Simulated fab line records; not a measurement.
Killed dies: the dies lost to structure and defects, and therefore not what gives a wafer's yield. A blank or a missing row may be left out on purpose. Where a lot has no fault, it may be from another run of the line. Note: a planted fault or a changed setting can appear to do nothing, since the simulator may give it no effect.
Which tool was responsible? / flow nand-harc / 39 wafers from 13 lots sampled at 5 of the route's 1302 steps

## WHAT THE GAUGES SHOWED, per wafer
NHARC_END_SORT_01.
lot=L442; measured=day 27 00:16; on=prober-01; defect-limited-yield (%)=87.3 85.5 87.7; killed-at-array=85 95 82; killed-at-other=0 0 0; killed-at-periphery=1 3 1; killed-dies=86 98 83; killed-open=3 3 0; killed-short=0 3 0; sort_bin_2_pct (%)=5.6 5.9 5.8; sort_bin_3_pct (%)=0.9 1.2 0.9; sort_bin_4_pct (%)=6.2 7.4 5.6; sort-n-pass=591 579 594; sort-rim-yield-pct (%)=82 86 78; sort-yield-pct (%)=87.3 85.5 87.7
lot=L453; measured=day 30 20:44; on=prober-02; defect-limited-yield (%)=0 0 0; killed-at-array=74 82 81; killed-at-other=603 590 593; killed-at-periphery=0 5 3; killed-dies=677 677 677; killed-open=2 3 4; killed-short=4 0 3; sort_bin_2_pct (%)=92.0 91.7 92.5; sort_bin_3_pct (%)=1.3 1.5 1.0; sort_bin_4_pct (%)=6.6 6.8 6.5; sort-n-pass=0 0 0; sort-rim-yield-pct (%)=0 0 0; sort-yield-pct (%)=0 0 0
lot=L452; measured=day 31 05:14; on=prober-01; defect-limited-yield (%)=0 0 0; killed-at-array=32 25 22; killed-at-other=643 649 652; killed-at-periphery=2 3 3; killed-dies=677 677 677; killed-open=2 3 3; killed-short=0 1 2; sort_bin_2_pct (%)=96.3 96.8 97.2; sort_bin_3_pct (%)=0.3 0.3 0.3; sort_bin_4_pct (%)=3.4 3.0 2.5; sort-n-pass=0 0 0; sort-rim-yield-pct (%)=0 0 0; sort-yield-pct (%)=0 0 0
lot=L454; measured=day 30 20:38; on=prober-01; defect-limited-yield (%)=0 0 0; killed-at-array=51 59 62; killed-at-other=623 615 611; killed-at-periphery=3 3 4; killed-dies=677 677 677; killed-open=3 2 3; killed-short=1 1 5; sort_bin_2_pct (%)=94.7 93.9 94.4; sort_bin_3_pct (%)=1.0 0.1 0.4; sort_bin_4_pct (%)=4.3 5.9 5.2; sort-n-pass=0 0 0; sort-rim-yield-pct (%)=0 0 0; sort-yield-pct (%)=0 0 0

## WHAT TOOL EACH LOT RAN ON (gives the tool, then ch and the chambers of the sampled wafers, and finally the start)
lot=L439; NHARC_THIN_TSV_STRIP_45=plasma-asher-01 ch 0,1, day 24 11:22; NHARC_THIN_TSV_ECD_20=ecd-cu-01 ch 0,1, day 24 13:33; NHARC_THIN_TSV_ANNEAL_52=rtp-anneal-01 ch 0, day 24 14:19; NHARC_THIN_TSV_DEGAS_53=pvd-sputter-03, day 24 15:07
lot=L441; NHARC_THIN_TSV_STRIP_45=plasma-asher-02 ch 0,1, day 25 00:35; NHARC_THIN_TSV_ECD_20=ecd-cu-02 ch 0,1, day 25 02:53; NHARC_THIN_TSV_ANNEAL_52=rtp-anneal-01 ch 0, day 25 03:31; NHARC_THIN_TSV_DEGAS_53=pvd-sputter-02, day 25 04:12
lot=L442; NHARC_THIN_TSV_STRIP_45=plasma-asher-01 ch 0,1, day 26 09:44; NHARC_THIN_TSV_ECD_20=ecd-cu-01 ch 1, day 26 11:53; NHARC_THIN_TSV_ANNEAL_52=rtp-anneal-02 ch 0, day 26 12:40; NHARC_THIN_TSV_DEGAS_53=pvd-sputter-01, day 26 13:25
lot=L443; NHARC_THIN_TSV_STRIP_45=plasma-asher-02 ch 0, day 26 18:47; NHARC_THIN_TSV_ECD_20=ecd-cu-02 ch 0,1, day 26 20:57; NHARC_THIN_TSV_ANNEAL_52=rtp-anneal-02 ch 0, day 26 21:41; NHARC_THIN_TSV_DEGAS_53=pvd-sputter-01, day 26 22:47
lot=L445; NHARC_THIN_TSV_STRIP_45=plasma-asher-01 ch 0,1, day 26 19:57; NHARC_THIN_TSV_ECD_20=ecd-cu-02 ch 0,1, day 26 22:09; NHARC_THIN_TSV_ANNEAL_52=rtp-anneal-02 ch 0, day 26 22:53; NHARC_THIN_TSV_DEGAS_53=pvd-sputter-02, day 27 00:00
lot=L450; NHARC_THIN_TSV_STRIP_45=plasma-asher-02 ch 0,1, day 27 23:52; NHARC_THIN_TSV_ECD_20=ecd-cu-02 ch 0,1, day 28 02:19; NHARC_THIN_TSV_ANNEAL_52=rtp-anneal-02 ch 0, day 28 03:02; NHARC_THIN_TSV_DEGAS_53=pvd-sputter-01, day 28 03:50
lot=L448; NHARC_THIN_TSV_STRIP_45=plasma-asher-01 ch 0,1, day 28 07:05; NHARC_THIN_TSV_ECD_20=ecd-cu-01 ch 0,1, day 28 09:19; NHARC_THIN_TSV_ANNEAL_52=rtp-anneal-01 ch 0, day 28 09:59; NHARC_THIN_TSV_DEGAS_53=pvd-sputter-03, day 28 10:46
lot=L453; NHARC_THIN_TSV_STRIP_45=plasma-asher-02 ch 0,1, day 30 06:42; NHARC_THIN_TSV_ECD_20=ecd-cu-01 ch 0,1, day 30 08:59; NHARC_THIN_TSV_ANNEAL_52=rtp-anneal-02 ch 0, day 30 09:42; NHARC_THIN_TSV_DEGAS_53=pvd-sputter-02, day 30 10:32
lot=L452; NHARC_THIN_TSV_STRIP_45=plasma-asher-02 ch 0,1, day 30 07:35; NHARC_THIN_TSV_ECD_20=ecd-cu-02 ch 0,1, day 30 09:54; NHARC_THIN_TSV_ANNEAL_52=rtp-anneal-02 ch 0, day 30 10:35; NHARC_THIN_TSV_DEGAS_53=pvd-sputter-02, day 30 11:20
lot=L454; NHARC_THIN_TSV_STRIP_45=plasma-asher-02 ch 0,1, day 30 08:56; NHARC_THIN_TSV_ECD_20=ecd-cu-01 ch 0,1, day 30 11:08; NHARC_THIN_TSV_ANNEAL_52=rtp-anneal-01 ch 0, day 30 11:52; NHARC_THIN_TSV_DEGAS_53=pvd-sputter-02, day 30 12:41
lot=L459; NHARC_THIN_TSV_STRIP_45=plasma-asher-01 ch 0,1, day 32 14:44; NHARC_THIN_TSV_ECD_20=ecd-cu-01 ch 0,1, day 32 16:56; NHARC_THIN_TSV_ANNEAL_52=rtp-anneal-02 ch 0, day 32 17:40; NHARC_THIN_TSV_DEGAS_53=pvd-sputter-02, day 32 18:29
lot=L461; NHARC_THIN_TSV_STRIP_45=plasma-asher-01 ch 0,1, day 33 00:08; NHARC_THIN_TSV_ECD_20=ecd-cu-02 ch 0,1, day 33 02:17; NHARC_THIN_TSV_ANNEAL_52=rtp-anneal-02 ch 0, day 33 03:01; NHARC_THIN_TSV_DEGAS_53=pvd-sputter-03, day 33 03:50
lot=L460; NHARC_THIN_TSV_STRIP_45=plasma-asher-02 ch 0,1, day 33 04:28; NHARC_THIN_TSV_ECD_20=ecd-cu-01 ch 0,1, day 33 06:50; NHARC_THIN_TSV_ANNEAL_52=rtp-anneal-02 ch 0, day 33 07:29; NHARC_THIN_TSV_DEGAS_53=pvd-sputter-01, day 33 08:11
- NHARC_THIN_TSV_STRIP_45: strips in O2.
- NHARC_THIN_TSV_ECD_20: material Cu, target thk 2000 nm.
- NHARC_THIN_TSV_ANNEAL_52: time 90 s.
- NHARC_THIN_TSV_DEGAS_53: time 60 s.

## WHAT THE TOOLS THEMSELVES READ (means of the sampled wafers that have a number; where no wafer has one, the mark that the record gives instead)
NHARC_THIN_TSV_STRIP_45.
lot=L439; tool=plasma-asher-01; drypump-motor-current-A (A)=6.3; heater-power-w (W)=332
lot=L441; tool=plasma-asher-02; drypump-motor-current-A (A)=5.2; heater-power-w (W)=355
lot=L442; tool=plasma-asher-01; drypump-motor-current-A (A)=6.5; heater-power-w (W)=305
lot=L443; tool=plasma-asher-02; drypump-motor-current-A (A)=6.3; heater-power-w (W)=301
lot=L445; tool=plasma-asher-01; drypump-motor-current-A (A)=6.4; heater-power-w (W)=331
lot=L450; tool=plasma-asher-02; drypump-motor-current-A (A)=5.8; heater-power-w (W)=326
lot=L448; tool=plasma-asher-01; drypump-motor-current-A (A)=6.4; heater-power-w (W)=328
lot=L453; tool=plasma-asher-02; drypump-motor-current-A (A)=5.2; heater-power-w (W)=357
lot=L452; tool=plasma-asher-02; drypump-motor-current-A (A)=5.2; heater-power-w (W)=352
lot=L454; tool=plasma-asher-02; drypump-motor-current-A (A)=5.2; heater-power-w (W)=353
lot=L459; tool=plasma-asher-01; drypump-motor-current-A (A)=6.4; heater-power-w (W)=325
lot=L461; tool=plasma-asher-01; drypump-motor-current-A (A)=6.5; heater-power-w (W)=305
lot=L460; tool=plasma-asher-02; drypump-motor-current-A (A)=5.8; heater-power-w (W)=328

NHARC_THIN_TSV_ANNEAL_52.
lot=L439 tool=rtp-anneal-01 wafer_temp_C_max=226.7
lot=L441 tool=rtp-anneal-01 wafer_temp_C_max=226.6
lot=L442 tool=rtp-anneal-02 wafer_temp_C_max=226.9
lot=L443 tool=rtp-anneal-02 wafer_temp_C_max=226.9
lot=L445 tool=rtp-anneal-02 wafer_temp_C_max=226.6
lot=L450 tool=rtp-anneal-02 wafer_temp_C_max=226.5
lot=L448 tool=rtp-anneal-01 wafer_temp_C_max=226.5
lot=L453 tool=rtp-anneal-02 wafer_temp_C_max=226.8
lot=L452 tool=rtp-anneal-02 wafer_temp_C_max=226.8
lot=L454 tool=rtp-anneal-01 wafer_temp_C_max=226.7
lot=L459 tool=rtp-anneal-02 wafer_temp_C_max=226.7
lot=L461 tool=rtp-anneal-02 wafer_temp_C_max=226.9
lot=L460 tool=rtp-anneal-02 wafer_temp_C_max=226.7

NHARC_THIN_TSV_DEGAS_53.
lot=L439; tool=pvd-sputter-03; heater-power-w (W)=501
lot=L441; tool=pvd-sputter-02; heater-power-w (W)=440
lot=L442; tool=pvd-sputter-01; heater-power-w (W)=463
lot=L443; tool=pvd-sputter-01; heater-power-w (W)=451
lot=L445; tool=pvd-sputter-02; heater-power-w (W)=462
lot=L450; tool=pvd-sputter-01; heater-power-w (W)=433
lot=L448; tool=pvd-sputter-03; heater-power-w (W)=503
lot=L453; tool=pvd-sputter-02; heater-power-w (W)=436
lot=L452; tool=pvd-sputter-02; heater-power-w (W)=462
lot=L454; tool=pvd-sputter-02; heater-power-w (W)=436
lot=L459; tool=pvd-sputter-02; heater-power-w (W)=473
lot=L461; tool=pvd-sputter-03; heater-power-w (W)=526
lot=L460; tool=pvd-sputter-01; heater-power-w (W)=441

## THE ANSWER, worked out from the rows above alone
Rule: the lots themselves supply what counts as usual. Put in order of their means at a reading, lots are off if they are a third of the lots or fewer, leave a main group of 4 or more, and stand apart from it by a gap of 3 or more times the standard deviation of the main group's means; of several such gaps the widest counts. A main group whose means are all the same, to the digits that the tables above print for the reading, isn't used. Also off: a lot with no number at a reading for which 4 or more lots have one. All remaining lots with rows at the step are treated as sound. First the gauges in route order, then the tools' own readings, where a lot's mean is used as printed above. At the first step where some lot is off, the reading lying furthest off is the one used; lots without a number count as furthest.
Across all readings shown, no lot is off: no conclusion can be drawn from this.

## WHAT HAD BEEN PUT IN BY THE SIMULATOR
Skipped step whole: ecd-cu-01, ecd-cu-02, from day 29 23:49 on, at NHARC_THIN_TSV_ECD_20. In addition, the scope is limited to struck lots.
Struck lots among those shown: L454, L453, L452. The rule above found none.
